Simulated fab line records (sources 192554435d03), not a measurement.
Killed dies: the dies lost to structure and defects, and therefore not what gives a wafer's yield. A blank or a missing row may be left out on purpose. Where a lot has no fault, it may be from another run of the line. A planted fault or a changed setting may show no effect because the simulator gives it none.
Which tool was responsible? ; flow n5_finfet ; 25 wafers from 9 lots sampled at 5 of the route's 1938 steps

== WHAT EACH GAUGE READ, for each wafer ==
The record holds no reading of a measuring or inspecting step that can be judged against a usual standard deviation.

== WHAT TOOL EACH LOT RAN ON (gives the tool, then ch and the chambers of the sampled wafers, and finally the start) ==
lot;N5_BEOL_M6_DESCUM_16;N5_BEOL_M6_STRIP_67;N5_BEOL_M6_VIA_ETCH_34;N5_BEOL_M6_TRENCH_ETCH_37;N5_PASSIVATION_PROBE_49
L368;rie_diel-01 ch 0,1, day 8 13:24;rie_diel-01 ch 0,1, day 8 13:38;rie_diel-06 ch 0,3, day 8 14:35;rie_diel-06 ch 0,3, day 12 00:10 or earlier;prober-02, day 12 00:10
L370;rie_diel-01 ch 0,2,3, day 9 04:33;rie_diel-01 ch 0,2,3, day 9 04:47;rie_diel-02 ch 0,1,3, day 9 05:41;rie_diel-02 ch 0,1,3, day 12 07:49 or earlier;prober-01, day 12 07:49
L371;rie_diel-02 ch 0,2,3, day 9 23:36;rie_diel-02 ch 0,2,3, day 9 23:50;rie_diel-02 ch 0,1,2, day 10 02:41;rie_diel-02 ch 0,1,2, day 13 10:09 or earlier;prober-01, day 13 10:09
L377;rie_diel-02 ch 0,1,3, day 11 09:55;rie_diel-02 ch 0,1,3, day 11 10:10;rie_diel-02 ch 0,3, day 11 11:23;rie_diel-02 ch 0,3, day 14 22:58 or earlier;prober-01, day 14 22:58
L383;rie_diel-06 ch 0,2, day 13 09:47;rie_diel-06 ch 0,2, day 13 10:01;rie_diel-02 ch 0,2, day 13 12:46;rie_diel-02 ch 0,2, day 17 11:46 or earlier;prober-02, day 17 11:46
L385;rie_diel-02 ch 0, day 13 12:59;rie_diel-02 ch 0, day 13 13:13;rie_diel-02 ch 1, day 13 18:36;rie_diel-02 ch 1, day 17 01:09 or earlier;prober-01, day 17 01:09
L390;rie_diel-06 ch 0,1,3, day 13 20:54;rie_diel-06 ch 0,1,3, day 13 21:08;rie_diel-06 ch 0,2,3, day 13 22:53;rie_diel-06 ch 0,2,3, day 17 14:58 or earlier;prober-01, day 17 14:58
L389;rie_diel-02 ch 0,3, day 14 16:32;rie_diel-02 ch 0,3, day 14 16:46;rie_diel-01 ch 0,1,3, day 14 17:49;rie_diel-01 ch 0,1,3, day 18 08:58 or earlier;prober-02, day 18 08:58
L391;rie_diel-06 ch 0,1,3, day 15 07:25;rie_diel-06 ch 0,1,3, day 15 07:40;rie_diel-01 ch 0,1,2, day 15 10:16;rie_diel-01 ch 0,1,2, day 19 02:07 or earlier;prober-02, day 19 02:07
- N5_BEOL_M6_DESCUM_16: chemistry O2, time 7.9 s.
- N5_BEOL_M6_STRIP_67: strips in CF4.
- N5_BEOL_M6_VIA_ETCH_34: etches SiCOH lowk in C4F6/O2, target depth 126.3 nm, time 50.9 s.
- N5_BEOL_M6_TRENCH_ETCH_37: etches SiCOH lowk in C4F6/O2, target depth 94.435 nm, time 31.5 s.
- N5_PASSIVATION_PROBE_49

== AS READ BY THE TOOLS THEMSELVES (means over the sampled wafers that have a number; for cases with no such wafer, the mark the record gives instead) ==
N5_BEOL_M6_DESCUM_16. Usual: chamber_pressure_mTorr 20.002 mTorr, standard deviation 0.019; drypump_motor_current_A 5.4 A, standard deviation 0.35; oes_product_au 0.77 a.u., standard deviation 0.093; rf_vpp_V 243.8 V, standard deviation 1.1; showerhead_plenum_p_Torr 2.13 Torr, standard deviation 0.058; throttle_valve_pct 20.47 %, standard deviation 0.19.
lot;tool;chamber_pressure_mTorr (mTorr);drypump_motor_current_A (A);oes_product_au (a.u.);rf_vpp_V (V);showerhead_plenum_p_Torr (Torr);throttle_valve_pct (%);flag
L368;rie_diel-01;19.991;5.9;0.76;243.9;2.12;20.28;
L370;rie_diel-01;19.994;5.2;0.71;243.2;2.09;20.34;
L371;rie_diel-02;20.005;5.5;0.77;244.2;2.16;20.56;
L377;rie_diel-02;19.998;5.6;0.76;244.6;2.16;20.58;
L383;rie_diel-06;20.019;5.1;0.71;243.8;2.16;20.43;
L385;rie_diel-02;20.005;5.2;0.83;244.8;2.21;20.48;
L390;rie_diel-06;19.990;5.4;0.76;243.4;2.12;20.53;
L389;rie_diel-02;20.015;5.4;0.79;244.1;2.17;20.53;
L391;rie_diel-06;20.018;5.5;0.85;243.6;2.11;20.44;

N5_BEOL_M6_STRIP_67. Usual: chamber_pressure_mTorr 50.00 mTorr, standard deviation 0.05; drypump_motor_current_A 5.4 A, standard deviation 0.35; oes_product_au 0.77 a.u., standard deviation 0.089; rf_vpp_V 271.7 V, standard deviation 1.3; showerhead_plenum_p_Torr 1.83 Torr, standard deviation 0.047; throttle_valve_pct 13.65 %, standard deviation 0.2.
lot;tool;chamber_pressure_mTorr (mTorr);drypump_motor_current_A (A);oes_product_au (a.u.);rf_vpp_V (V);showerhead_plenum_p_Torr (Torr);throttle_valve_pct (%);flag
L368;rie_diel-01;50.01;5.9;0.75;271.1;1.82;13.52;
L370;rie_diel-01;50.00;5.2;0.71;270.9;1.80;13.62;
L371;rie_diel-02;49.94;5.5;0.77;272.3;1.85;13.73;
L377;rie_diel-02;50.00;5.6;0.76;272.5;1.85;13.76;
L383;rie_diel-06;50.03;5.1;0.71;271.4;1.85;13.65;
L385;rie_diel-02;50.02;5.2;0.84;272.9;1.90;13.66;
L390;rie_diel-06;49.99;5.5;0.75;271.0;1.82;13.71;
L389;rie_diel-02;50.05;5.4;0.78;272.2;1.86;13.73;
L391;rie_diel-06;50.04;5.5;0.84;271.6;1.81;13.56;

N5_BEOL_M6_VIA_ETCH_34. Usual: O2_flow_sccm 10.01 sccm, standard deviation 0.033; chamber_pressure_mTorr 30.001 mTorr, standard deviation 0.027; drypump_motor_current_A 5.5 A, standard deviation 0.37; oes_product_au 0.78 a.u., standard deviation 0.098; rf_vpp_V 664 V, standard deviation 14; run_length_s 74.1 s, standard deviation 0.33; showerhead_plenum_p_Torr 2.89 Torr, standard deviation 0.068; throttle_valve_pct 20.90 %, standard deviation 0.2.
lot;tool;O2_flow_sccm (sccm);chamber_pressure_mTorr (mTorr);drypump_motor_current_A (A);oes_product_au (a.u.);rf_vpp_V (V);run_length_s (s);showerhead_plenum_p_Torr (Torr);throttle_valve_pct (%);flag
L368;rie_diel-06;10.00;30.022;5.5;0.90;656;74.3;2.86;21.01;
L370;rie_diel-02;10.01;29.993;5.6;0.77;665;74.3;2.92;20.95;
L371;rie_diel-02;10.00;30.011;5.4;0.76;669;74.3;2.95;20.98;
L377;rie_diel-02;9.99;29.966;5.7;0.77;659;74.5;2.88;20.96;
L383;rie_diel-02;10.03;30.003;5.3;0.91;668;82.3;2.96;20.78;OFF
L385;rie_diel-02;9.98;29.971;5.7;0.67;674;90.3;2.92;21.12;OFF
L390;rie_diel-06;10.01;30.004;5.3;0.77;665;74.0;2.90;21.03;
L389;rie_diel-01;9.99;29.972;5.7;0.86;651;74.2;2.86;20.63;
L391;rie_diel-01;9.99;29.995;5.5;0.77;654;74.1;2.86;20.81;

N5_BEOL_M6_TRENCH_ETCH_37. Usual: O2_flow_sccm 10.000 sccm, standard deviation 0.027; chamber_pressure_mTorr 29.99 mTorr, standard deviation 0.054; drypump_motor_current_A 5.5 A, standard deviation 0.37; oes_product_au 0.78 a.u., standard deviation 0.098; rf_vpp_V 664 V, standard deviation 14; run_length_s 54.8 s, standard deviation 0.36; showerhead_plenum_p_Torr 2.89 Torr, standard deviation 0.068; throttle_valve_pct 20.93 %, standard deviation 0.2.
lot;tool;O2_flow_sccm (sccm);chamber_pressure_mTorr (mTorr);drypump_motor_current_A (A);oes_product_au (a.u.);rf_vpp_V (V);run_length_s (s);showerhead_plenum_p_Torr (Torr);throttle_valve_pct (%);flag
L368;rie_diel-06;9.984;29.99;5.5;0.89;656;54.9;2.86;21.05;
L370;rie_diel-02;10.003;30.01;5.6;0.77;665;54.7;2.92;20.99;
L371;rie_diel-02;9.972;29.99;5.4;0.75;670;54.7;2.95;21.00;
L377;rie_diel-02;9.978;30.02;5.6;0.76;659;55.1;2.88;20.99;
L383;rie_diel-02;9.991;29.98;5.3;0.91;667;55.1;2.96;20.81;
L385;rie_diel-02;10.012;29.97;5.6;0.67;674;54.8;2.92;21.16;
L390;rie_diel-06;10.008;30.02;5.3;0.76;665;54.6;2.90;21.06;
L389;rie_diel-01;10.013;29.98;5.7;0.85;651;54.8;2.86;20.66;
L391;rie_diel-01;10.004;29.99;5.5;0.78;653;54.9;2.86;20.86;

N5_PASSIVATION_PROBE_49. Usual: defect_limited_yield 91.3 %, standard deviation 1.5; killed_at_M0_to_M3 34, standard deviation 10; killed_at_M4_up 13, standard deviation 4.9; killed_at_contacts 13, standard deviation 6.1; killed_at_front_end 39, standard deviation 13; killed_at_other 4.1, standard deviation 2.7; killed_dies 103, standard deviation 18; killed_open 68, standard deviation 13; killed_short 32, standard deviation 7.6; sort_bin_5_function 5.2 %, standard deviation 1; sort_bin_6_memory 3.2 %, standard deviation 0.75; sort_n_pass 1077, standard deviation 18; sort_yield_pct 91.3 %, standard deviation 1.5.
lot;tool;defect_limited_yield (%);killed_at_M0_to_M3;killed_at_M4_up;killed_at_contacts;killed_at_front_end;killed_at_other;killed_dies;killed_open;killed_short;sort_bin_5_function (%);sort_bin_6_memory (%);sort_n_pass;sort_yield_pct (%);flag
L368;prober-02;92.2;24;15;12;39;2.7;92;60;29;4.7;2.9;1088;92.2;
L370;prober-01;90.0;30;13;14;58;3.3;118;79;34;5.9;3.6;1062;90.0;
L371;prober-01;90.1;35;16;14;49;3.0;117;73;39;5.9;3.7;1063;90.1;
L377;prober-01;90.8;43;14;9;36;5.7;109;65;39;5.0;3.9;1071;90.8;
L383;prober-02;93.9;24;13;10;24;1.5;72;48;19;3.7;2.0;1108;93.9;
L385;prober-01;90.0;52;12;18;30;5.0;118;75;40;5.9;3.5;1062;90.0;
L390;prober-01;91.7;28;11;11;40;8.3;98;64;32;5.0;2.9;1082;91.7;
L389;prober-02;90.1;48;11;16;39;2.0;117;76;38;6.3;3.3;1063;90.1;
L391;prober-02;91.5;37;17;10;30;6.0;100;70;28;5.4;2.8;1080;91.5;

== THE ANSWER, worked out from the rows above alone ==
Rule: lot off if the mean of its wafers having a number is beyond 3 standard deviations from the usual mean. Also off: a lot with no number at a reading for which 4 or more lots have one. All remaining lots with rows at the step are treated as sound. First the gauges in route order, then the tools' own readings, where a lot's mean is used as printed above. At the first step where some lot is off, the reading lying furthest off is the one used; lots without a number count as furthest.
Off, at N5_BEOL_M6_VIA_ETCH_34 on run_length_s: L383, L385.
A tool fits if, at that step or a process step before it, it ran every lot that is off, and no sound lot after the first of them. One fits: rie_diel-02 at N5_BEOL_M6_VIA_ETCH_34. Its last sound lot is L377 (day 11 11:23), its first lot that is off L383 (day 13 12:46): a fault that began between those two fits.
The tool's own readings at N5_BEOL_M6_VIA_ETCH_34 bear it out: on the lots that are off they differ by more than 5 times the standard deviation of the sound lots' means. run_length_s reads 86.3 s there against 74.2 s on the sound lots.

== WHAT HAD BEEN PUT IN BY THE SIMULATOR ==
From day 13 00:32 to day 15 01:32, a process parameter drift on rie_diel-02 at N5_BEOL_M6_VIA_ETCH_34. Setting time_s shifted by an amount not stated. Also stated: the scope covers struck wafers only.
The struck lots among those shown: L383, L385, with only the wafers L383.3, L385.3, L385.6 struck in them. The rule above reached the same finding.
